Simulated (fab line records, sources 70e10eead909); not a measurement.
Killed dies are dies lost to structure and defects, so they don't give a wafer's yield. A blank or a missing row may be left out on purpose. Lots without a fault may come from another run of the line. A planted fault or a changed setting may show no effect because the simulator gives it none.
fab line records | flow nand_harc
record lots=14 wafers=42 last_day=32
route steps=1302 shown P_CONTACT@233 P_M0@253
lots that met no fault: from a run of the same line without faults
start_h: hours from the record's first day to the start of the lot's first wafer shown | wait_h: hours since the lot's step before | " the same as in the row above | L1.1+2: a row that stands for several wafers | - no value, or no start given | * or withheld: withheld | < > ~ a bound
route shown NAME@n: a module of which the file shows steps, and the number in the route of the first | usual: mean/standard deviation of fault-free wafers | same: alike in all rows | chamber/n: place in a boat | sites: the reading at each site | _std_site: their standard deviation | _edge_site: outer sites' mean less inner sites' | radius_mm: how far each site lies from the wafer's centre | mask NAME#n: copy n | behind: the tool/chamber that last shaped the wafer | hold: why the lot was held/for how many hours/how that ended | device: the transistor (n, p or np) that didn't switch | end of line: the same wafers' tests at the end of the route | a step without rows: its recipe alone | killed: dies lost to structure and defects at the first sort, not the wafer's yield | map: a wafer's dies, x killed, . not, _ none there
set.NAME: the setting as run; set.NAME@STEP: as run at that earlier step | model.NAME: the simulator's own value behind a step, which no gauge read
steps of the route over a sample of lots; a table a step, a row a wafer
services: from which hour (start_h, from the record's first day; less than 0 if before it) a tool's chamber was out of use, for how many hours, and why
## steps
# step NHARC_P_CONTACT_OVL_MEAS_13
# usual overlay_x_nm=0.1/0.81 overlay_y_nm=0.0/0.9
# columns lot.wafer tool chamber start_h wait_h overlay_x_nm overlay_y_nm
L412.1 overlay-01 - 120.91 - -1.2 -0.8
L412.2 " - " " -0.9 -1.2
L412.5 " - " " -0.7 -0.2
L413.1 overlay-02 - 123.28 - 1.0 -0.2
L413.4 " - " " 1.2 0.4
L413.6 " - " " 0.4 -0.2
L414.2 overlay-02 - 137.63 - -1.1 -0.3
L414.3 " - " " -1.2 -0.5
L414.4 " - " " -0.8 -0.3
L415.1 overlay-01 - 147.66 - -0.7 0.2
L415.2 " - " " -1.2 -0.4
L415.3 " - " " -0.6 0.1
L416.1 overlay-01 - 153.94 - -0.7 0.2
L416.2 " - " " -0.5 0.1
L416.6 " - " " -0.3 0.1
L417.2 overlay-01 - 170.32 - 0.0 0.7
L417.5 " - " " -0.2 0.8
L417.6 " - " " 0.1 0.7
L418.1 overlay-02 - 189.05 - -0.2 0.4
L418.2 " - " " -0.6 0.2
L418.4 " - " " -0.7 0.4
L420.2 overlay-02 - 197.84 - -0.3 2.3
L420.4 " - " " -0.5 2.8
L420.5 " - " " -0.5 2.5
L422.1 overlay-02 - 213.82 - 0.1 -1.2
L422.4 " - " " 0.9 -1.5
L422.6 " - " " 1.0 -0.8
L421.1 overlay-01 - 215.24 - 0.2 0.7
L421.2 " - " " 0.0 0.1
L421.4 " - " " 0.0 0.9
L423.1 overlay-01 - 232.89 - 0.9 -0.5
L423.2 " - " " 0.9 0.0
L423.5 " - " " 0.3 -0.5
L424.1 overlay-01 - 238.97 - 1.3 -0.9
L424.2 " - " " 1.6 -1.0
L424.5 " - " " 0.8 -1.2
L430.1 overlay-01 - 292.01 - -2.0 -0.1
L430.4 " - " " -0.9 0.0
L430.6 " - " " -1.6 0.0
L431.4 overlay-02 - 305.33 - -0.7 -0.3
L431.5 " - " " -0.3 -0.6
L431.6 " - " " 0.0 -0.8
# step NHARC_P_CONTACT_DESCUM_17
# recipe time_s=3 o2_flow_sccm=200 ar_flow_sccm=0 bias_power_w=0 chemistry=O2
# usual drypump_motor_current_A=5.4/0.3 oes_product_au=1.000/0.011 rf_vpp_V=57.9/1 showerhead_plenum_p_Torr=1.93/0.08 throttle_valve_pct=11.310/0.0082
# columns lot.wafer tool chamber start_h wait_h drypump_motor_current_A oes_product_au rf_hours_counter_h rf_vpp_V showerhead_plenum_p_Torr throttle_valve_pct
L412.1 rie_diel-13 3 121.00 0.1 5.2 0.995 3.3 57.2 2.05 11.311
L412.2 " 0 " " 5.7 0.997 3.3 59.2 1.93 11.297
L412.5 " 3 " " 5.2 1.002 - 60.1 2.05 11.313
L413.1 rie_diel-12 3 123.39 0.1 5.4 1.002 0.9 57.3 1.93 11.320
L413.4 " 0 " " 5.5 1.021 0.7 57.9 1.94 11.314
L413.6 " 2 " " 4.8 0.999 - 57.9 1.98 11.319
L414.2 rie_diel-13 0 137.72 0.1 5.7 1.012 3.7 57.4 1.93 11.316
L414.3 " 1 " " 5.7 0.997 4.2 57.0 1.86 11.298
L414.4 " 3 " " 5.2 1.003 3.9 58.4 2.05 11.302
L415.2 rie_diel-12 1 147.75 0.1 5.5 1.005 1.4 56.7 1.82 11.322
L415.3 " 2 " " 4.8 1.006 1.6 58.6 1.98 11.301
L415.1 " 0 " " 5.5 1.004 1.4 59.6 1.94 11.309
L416.1 rie_diel-13 0 154.04 0.1 5.7 0.994 4.4 57.1 1.93 11.312
L416.2 " 1 " " 5.7 0.991 5.1 56.4 1.86 11.314
L416.6 " 0 " " 5.7 1.000 - 58.1 1.93 11.310
L417.2 rie_diel-12 3 170.42 0.1 5.4 0.993 2.3 58.0 1.93 11.324
L417.5 " 3 " " 5.4 0.997 - 58.1 1.93 11.312
L417.6 " 0 " " 5.5 1.000 - 58.0 1.94 11.302
L418.2 rie_diel-12 0 189.15 0.1 5.6 1.016 2.5 60.5 1.94 11.298
L418.4 " 1 " " 5.6 1.018 2.3 57.1 1.82 11.305
L418.1 " 2 " " 4.8 1.013 2.7 57.5 1.98 11.319
L420.4 rie_diel-13 3 197.94 0.1 5.2 1.001 0.7 58.3 2.05 11.314
L420.2 " 2 " " 5.7 0.985 0.7 58.1 2.03 11.306
L420.5 " 3 " " 5.2 0.999 - 58.7 2.05 11.318
L422.4 rie_diel-12 0 213.92 0.1 5.6 1.006 3.3 57.6 1.94 11.326
L422.1 " 3 " " 5.4 0.993 3.8 59.0 1.93 11.316
L422.6 " 0 " " 5.6 1.016 - 58.1 1.94 11.315
L421.2 rie_diel-13 2 215.35 0.1 5.7 0.977 1.4 57.1 2.02 11.306
L421.1 " 3 " " 5.2 0.994 1.3 59.2 2.05 11.328
L421.4 " 0 " " 5.7 0.992 1.0 57.7 1.93 11.313
L423.2 rie_diel-13 3 233.00 0.1 5.2 0.987 2.0 58.3 2.05 11.316
L423.1 " 1 " " 5.7 1.020 1.7 56.1 1.86 11.312
L423.5 " 2 " " 5.7 0.990 - 58.8 2.02 11.305
L424.2 rie_diel-13 0 239.08 0.1 5.7 0.979 2.2 58.4 1.93 11.314
L424.1 " 1 " " 5.8 1.004 2.3 56.5 1.86 11.295
L424.5 " 0 " " 5.7 0.988 - 58.8 1.93 11.302
L430.4 rie_diel-13 0 292.11 0.1 5.7 1.001 3.8 57.6 1.93 11.289
L430.1 " 1 " " 5.7 1.019 4.8 57.6 1.86 11.312
L430.6 " 0 " " 5.7 0.988 - 58.5 1.93 11.300
L431.4 rie_diel-04 2 305.45 0.1 5.0 0.993 5.5 58.2 1.97 11.304
L431.5 " 3 " " 5.4 1.001 - 57.2 1.89 11.305
L431.6 " 0 " " 5.4 1.010 - 58.5 1.78 11.304
# step NHARC_P_CONTACT_STRIP_28
# recipe o2_flow_sccm=500 ar_flow_sccm=0 bias_w=0 chemistry=O2
# usual drypump_motor_current_A=5.3/0.31 oes_product_au=1.001/0.01 rf_vpp_V=57.9/0.93 showerhead_plenum_p_Torr=3.52/0.13 throttle_valve_pct=17.036/0.0089
# columns lot.wafer tool chamber start_h wait_h drypump_motor_current_A oes_product_au rf_hours_counter_h rf_vpp_V showerhead_plenum_p_Torr throttle_valve_pct
L412.2 rie_diel-04 1 121.95 0.1 4.9 1.015 5.7 57.9 3.39 17.021
L412.1 " 2 " " 5.0 1.009 5.5 58.8 3.63 17.036
L412.5 " 2 " " 5.0 1.016 - 59.3 3.63 17.046
L413.1 rie_diel-13 2 124.33 0.1 5.7 0.985 4.2 57.9 3.72 17.053
L413.4 " 3 " " 5.2 0.997 3.7 58.1 3.76 17.032
L413.6 " 3 " " 5.2 0.995 - 58.5 3.76 17.057
L414.2 rie_diel-04 1 138.67 0.1 4.9 1.001 6.7 58.5 3.39 17.039
L414.4 " 2 " " 5.1 1.010 6.2 58.9 3.63 17.031
L414.3 " 3 " " 5.4 0.994 6.4 57.5 3.49 17.045
L415.1 rie_diel-04 1 148.70 0.1 4.9 0.992 7.1 58.4 3.39 17.042
L415.2 " 2 " " 5.0 1.003 6.5 58.7 3.63 17.026
L415.3 " 0 " " 5.4 1.006 6.6 56.7 3.30 17.033
L416.2 rie_diel-13 0 155.13 0.1 5.7 0.989 4.8 57.0 3.56 17.047
L416.1 " 2 " " 5.7 0.986 5.7 59.2 3.72 17.048
L416.6 " 1 " " 5.8 1.008 - 58.7 3.44 17.042
L417.2 rie_diel-04 2 171.39 0.1 5.0 1.001 6.8 58.0 3.63 17.044
L417.6 " 1 " " 4.9 1.000 - 58.6 3.39 17.035
L417.5 " 2 " " 5.1 1.004 - 59.7 3.63 17.040
L418.1 rie_diel-12 2 190.09 0.1 4.8 1.008 3.0 57.2 3.64 17.030
L418.4 " 0 " " 5.5 1.018 2.9 58.1 3.58 17.040
L418.2 " 1 " " 5.6 1.006 2.5 55.8 3.37 17.043
L420.2 rie_diel-04 2 199.37 0.1 5.1 0.992 0.3 57.8 3.63 17.028
L420.4 " 3 " " 5.4 1.001 0.4 58.4 3.49 17.045
L420.5 " 1 " " 4.8 0.999 - 57.6 3.39 17.028
L422.1 rie_diel-12 0 214.88 0.1 5.6 1.008 3.7 58.2 3.58 17.038
L422.4 " 1 " " 5.5 1.010 3.2 57.9 3.37 17.033
L422.6 " 0 " " 5.6 1.012 - 58.3 3.58 17.026
L421.1 rie_diel-12 2 216.30 0.1 4.8 1.006 3.7 58.3 3.64 17.039
L421.4 " 3 " " 5.4 1.009 4.3 58.2 3.56 17.043
L421.2 " 1 " " 5.6 1.016 3.3 57.4 3.37 17.030
L423.1 rie_diel-04 2 233.95 0.1 5.1 0.987 2.2 56.7 3.63 17.016
L423.2 " 3 " " 5.4 1.000 2.1 58.8 3.49 17.040
L423.5 " 2 " " 5.0 0.993 - 58.0 3.63 17.039
L424.2 rie_diel-04 0 240.02 0.1 5.4 1.020 2.3 55.8 3.29 17.042
L424.1 " 2 " " 5.0 0.998 2.2 57.7 3.63 17.039
L424.5 " 0 " " 5.4 1.024 - 58.0 3.30 17.037
L430.4 rie_diel-04 0 293.06 0.1 5.4 1.007 5.0 56.2 3.29 17.028
L430.1 " 3 " " 5.4 0.983 5.1 57.6 3.49 17.025
L430.6 " 1 " " 4.8 0.982 - 56.6 3.39 17.034
L431.4 rie_diel-12 1 306.42 0.1 5.5 0.988 0.5 58.4 3.37 17.044
L431.6 " 2 " " 4.8 1.009 - 56.5 3.64 17.024
L431.5 " 3 " " 5.5 0.991 - 57.3 3.56 17.010
# step NHARC_P_M0_DEP_00
# recipe target_thk_a=1500 target_thk_nm=150 temp_c=withheld pressure_torr=5 flow_sccm=200 rf_w=600 material=SiOC
# usual showerhead_vpp_V=1549/86
# columns lot.wafer tool chamber start_h wait_h showerhead_vpp_V
L412.2 pecvd-01 1 124.19 0.1 1516
L412.1 " 0 " " 1518
L412.5 " 0 " " 1517
L413.1 pecvd-01 1 126.55 0.1 1525
L413.4 " 0 " " 1493
L413.6 " 1 " " 1528
L414.3 pecvd-04 0 140.87 0.1 1641
L414.2 " 1 " " 1575
L414.4 " 1 " " 1542
L415.1 pecvd-01 1 150.90 0.1 1529
L415.3 " 2 " " 1459
L415.2 " 0 " " 1482
L416.1 pecvd-04 1 157.37 0.1 1560
L416.2 " 2 " " 1637
L416.6 " 0 " " 1680
L417.2 pecvd-04 2 173.65 0.2 1685
L417.5 " 0 " " 1647
L417.6 " 2 " " 1654
L418.2 pecvd-04 0 192.39 0.1 1656
L418.1 " 1 " " 1535
L418.4 " 1 " " 1532
L420.2 pecvd-01 0 201.60 0.1 1509
L420.5 " 2 " " 1436
L420.4 " 1 " " 1502
L422.1 pecvd-04 0 217.08 0.1 1643
L422.6 " 0 " " 1662
L422.4 " 1 " " 1517
L422.1 pecvd-04 0 217.77 - 1648
L422.6 " 0 " " 1635
L422.4 " 1 " " 1547
L421.2 pecvd-04 2 218.48 0.1 1635
L421.1 " 1 " " 1556
L421.4 " 1 " " 1544
L423.1 pecvd-04 2 236.12 0.1 1637
L423.2 " 1 " " 1556
L423.5 " 2 " " 1648
L423.1 pecvd-04 2 236.63 - 1642
L423.2 " 1 " " 1529
L423.5 " 2 " " 1650
L424.1 pecvd-04 2 242.28 0.1 1675
L424.2 " 0 " " 1649
L424.5 " 2 " " 1673
L430.1 pecvd-01 0 295.79 0.1 1492
L430.6 " 0 " " 1507
L430.4 " 1 " " 1540
L431.6 pecvd-03 2 308.71 0.2 1490
L431.5 " 0 " " 1399
L431.4 " 1 " " 1524
## services
# columns tool chamber start_h hours kind
pecvd-03 1 106.66 2.8 repair
rie_diel-04 0 108.80 15.5 repair
pecvd-04 1 110.86 20.2 repair
rie_diel-13 - 114.98 2.5 repair
pecvd-01 2 117.94 19.5 repair
pecvd-04 - 120.00 1.3 repair
pecvd-01 - 130.00 13.0 pm
rie_diel-13 - 143.56 1.5 repair
rie_diel-13 3 149.60 10.5 repair
rie_diel-13 2 160.77 10.4 repair
rie_diel-13 - 165.07 9.0 pm
rie_diel-04 - 177.90 9.0 pm
rie_diel-13 2 241.58 6.1 repair
rie_diel-12 3 241.75 8.4 repair
rie_diel-13 0 247.66 2.4 repair
rie_diel-12 0 251.50 11.3 repair
rie_diel-12 - 268.40 9.0 pm
pecvd-04 - 269.00 13.0 pm
rie_diel-13 2 269.73 16.6 repair
pecvd-01 - 272.10 1.3 repair
rie_diel-13 0 273.06 3.4 repair
rie_diel-12 3 290.72 2.9 repair
pecvd-04 - 292.01 1.3 repair
rie_diel-13 - 306.01 0.5 repair
## key
first_sign step=NHARC_P_M0_DEP_00 reading=visit direction=added
effect none on later readings
met_at NHARC_P_M0_DEP_00
struck_lots L422,L423
later_rows_left_out L422.1,L422.4,L422.6,L423.1,L423.2,L423.5
sort_left_out L422.1,L422.4,L422.6,L423.1,L423.2,L423.5
not_acting_at NHARC_P_CONTACT_OVL_MEAS_13,NHARC_P_CONTACT_DESCUM_17,NHARC_P_CONTACT_STRIP_28
fault kind=repeated_step_whole tool=pecvd-01,pecvd-03,pecvd-04 chamber=- onset_h=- steps=NHARC_P_M0_DEP_00 times=1 scope=struck_lots_only
# sort_left_out: the simulated sort isn't trusted on such a fault, so these wafers' sort isn't shown, and their yield isn't known
# later_rows_left_out: the simulator's readings of these wafers behind a module that went badly wrong aren't trusted and aren't shown, but for the sort
